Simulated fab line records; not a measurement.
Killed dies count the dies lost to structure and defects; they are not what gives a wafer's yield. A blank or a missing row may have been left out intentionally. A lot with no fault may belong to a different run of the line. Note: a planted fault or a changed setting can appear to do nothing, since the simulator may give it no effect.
Chamber matching -- flow n5 finfet -- 4 sister chambers for N5_BEOL_M13_ETCH_68 on rie diel-06
The step etches SOC in N2/H2, time 355 s. 16 wafers are shown with their chamber, then 8 later ones without.

## WAFERS PAIRED WITH THEIR CHAMBERS
wafer,chamber,drypump motor current A (A),showerhead plenum p Torr (Torr),throttle valve pct (%)
L079.1,2,5.9,2.35,17.90
L079.4,3,5.8,2.51,17.92
L079.6,1,5.4,2.55,17.61
L080.1,0,5.5,2.48,17.50
L080.3,3,5.8,2.50,17.94
L080.6,0,5.5,2.48,17.50
L085.1,3,5.8,2.50,17.96
L085.2,0,5.5,2.47,17.51
L085.4,0,5.5,2.47,17.51
L089.1,0,5.5,2.47,17.52
L089.2,2,5.9,2.35,17.90
L089.6,2,5.9,2.35,17.93
L086.2,2,5.9,2.35,17.91
L086.4,2,5.9,2.35,17.92
L086.6,0,5.6,2.47,17.51
L093.3,1,5.4,2.53,17.68

SIGNATURES (means of the wafers above)
reading,chamber 0,chamber 1,chamber 2,chamber 3,scatter within a chamber
drypump motor current A,5.517,5.400,5.900,5.800,0.0264
showerhead plenum p Torr,2.4733,2.5400,2.3500,2.5033,0.00577
throttle valve pct,17.5083,17.6450,17.9120,17.9400,0.0187
Rule: distance of a wafer from a chamber = root of the sum over the readings of ((wafer's reading minus chamber's mean) / reading's scatter) squared. The wafer belongs to the nearest chamber; if the next one is less than 2 further off, it can't be placed. The scatter is the square root of a quotient: the sum, over the shown wafers, of each reading's squared deviation from its chamber's mean, divided by wafers minus chambers.

## WAFERS WITH NO CHAMBER GIVEN
wafer,drypump motor current A (A),showerhead plenum p Torr (Torr),throttle valve pct (%)
L093.4,5.5,2.46,17.53
L093.6,5.8,2.34,17.92
L092.1,5.4,2.53,17.69
L092.3,5.9,2.34,17.94
L092.5,5.4,2.53,17.66
L094.4,5.4,2.53,17.67
L094.5,5.5,2.46,17.54
L094.6,5.8,2.49,17.55

## THE CHAMBER EACH PASSED THROUGH
wafer,from the rows above,in truth
L093.4,0,0
L093.6,2,2
L092.1,1,1
L092.3,2,2
L092.5,1,1
L094.4,1,1
L094.5,0,0
L094.6,0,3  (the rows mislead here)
Placed correctly: 7 of 8. Number that these rows cannot place: 0. Wrongly placed: 1.
